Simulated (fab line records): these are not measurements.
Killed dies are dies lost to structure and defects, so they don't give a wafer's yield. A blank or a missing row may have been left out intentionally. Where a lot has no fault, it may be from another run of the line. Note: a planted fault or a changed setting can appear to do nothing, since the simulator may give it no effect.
Matching of chambers    flow nandHarc    4 sister chambers for NHARC_A_CHANNEL_FILL_D2_ALD_25 on aldHk-04
The step deposits SiOx, target thk 60 nm, pulse time 10 s, ald cycles 600. 8 wafers are shown with their chamber, then 10 later ones without.

WAFERS, EACH WITH ITS CHAMBER
wafer   chamber  heaterPowerOuterW (W)  heaterPowerW (W)
L078.1  1        262                    504
L080.5  0        245                    504
L082.1  1        266                    515
L088.2  2        289                    479
L088.3  0        233                    496
L088.5  3        226                    482
L091.2  3        222                    470
L091.4  2        286                    468

WAFERS MISSING THEIR CHAMBER
wafer   heaterPowerOuterW (W)  heaterPowerW (W)
L091.6  288                    476
L094.1  249                    510
L094.4  228                    492
L094.5  226                    490
L096.1  228                    484
L096.3  241                    489
L096.4  296                    476
L097.1  226                    486
L097.2  242                    502
L097.5  289                    476

WHICH CHAMBER EACH WENT THROUGH
wafer   from the rows above      in truth
L091.6  2                        2
L094.1  can't be placed: 0 or 1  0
L094.4  can't be placed: 3 or 0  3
L094.5  can't be placed: 3 or 0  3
L096.1  can't be placed: 3 or 0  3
L096.3  0                        0
L096.4  2                        2
L097.1  can't be placed: 3 or 0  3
L097.2  0                        0
L097.5  2                        2
Correct placement for 5 of the 10. Unplaceable from these rows: 5, with the true chamber sitting among the candidates in 5. Placed wrongly: 0.
How it was worked out, from the rows above alone: a wafer's distance from a chamber is the root of the sum, over the readings, of the square of ((its reading less the chamber's mean) divided by the reading's scatter). The wafer belongs to the nearest chamber; if the next one is less than 2 further off, it can't be placed. A chamber's mean is the mean of its shown wafers. The scatter: take each reading less its chamber's mean, square it, sum over the shown wafers, divide by the number of wafers less the number of chambers, and take the root.
